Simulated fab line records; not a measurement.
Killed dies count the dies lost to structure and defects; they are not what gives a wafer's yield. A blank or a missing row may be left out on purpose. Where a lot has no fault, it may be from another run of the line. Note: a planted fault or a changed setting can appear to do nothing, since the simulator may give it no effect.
Matching of chambers    flow nand_harc    pecvd-02 running NHARC_P_M2_DEP_33: 3 sister chambers
The step deposits SiCN, target thk 30 nm. 6 wafers are shown with their chamber, then 10 later ones without.

## EACH WAFER AND ITS CHAMBER
wafer   chamber  heater_power_w (W)  susceptor_temp_C (C)
L085.1  2        563                 370.15
L085.5  0        521                 369.89
L087.2  2        525                 370.16
L087.5  0        510                 369.66
L088.3  1        691                 370.26
L088.4  1        669                 370.08

## WAFERS MISSING THEIR CHAMBER
wafer   heater_power_w (W)  susceptor_temp_C (C)
L088.6  542                 369.99
L092.1  465                 369.93
L092.3  739                 369.87
L092.6  725                 370.02
L094.2  488                 370.11
L094.3  506                 369.72
L094.6  752                 370.09
L095.2  739                 369.93
L095.3  496                 370.43
L095.4  507                 370.12

## THE CHAMBER EACH PASSED THROUGH
wafer   from the rows above      in truth
L088.6  can't be placed: 2 or 0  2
L092.1  can't be placed: 0 or 2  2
L092.3  1                        1
L092.6  1                        1
L094.2  can't be placed: 2 or 0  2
L094.3  0                        0
L094.6  1                        1
L095.2  1                        1
L095.3  2                        2
L095.4  can't be placed: 2 or 0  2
Correctly placed: 6 of 10. From these rows, 4 cannot be placed; in 4 the true chamber is one of the candidates. Placed wrongly: 0.
How it was worked out, from the rows above alone: a wafer's distance from a chamber is the root of the sum, over the readings, of the square of ((its reading less the chamber's mean) divided by the reading's scatter). The wafer belongs to the nearest chamber; if the next one is less than 2 further off, it can't be placed. Each chamber's mean is taken over the wafers shown for it. The scatter: take each reading less its chamber's mean, square it, sum over the shown wafers, divide by the number of wafers less the number of chambers, and take the root.
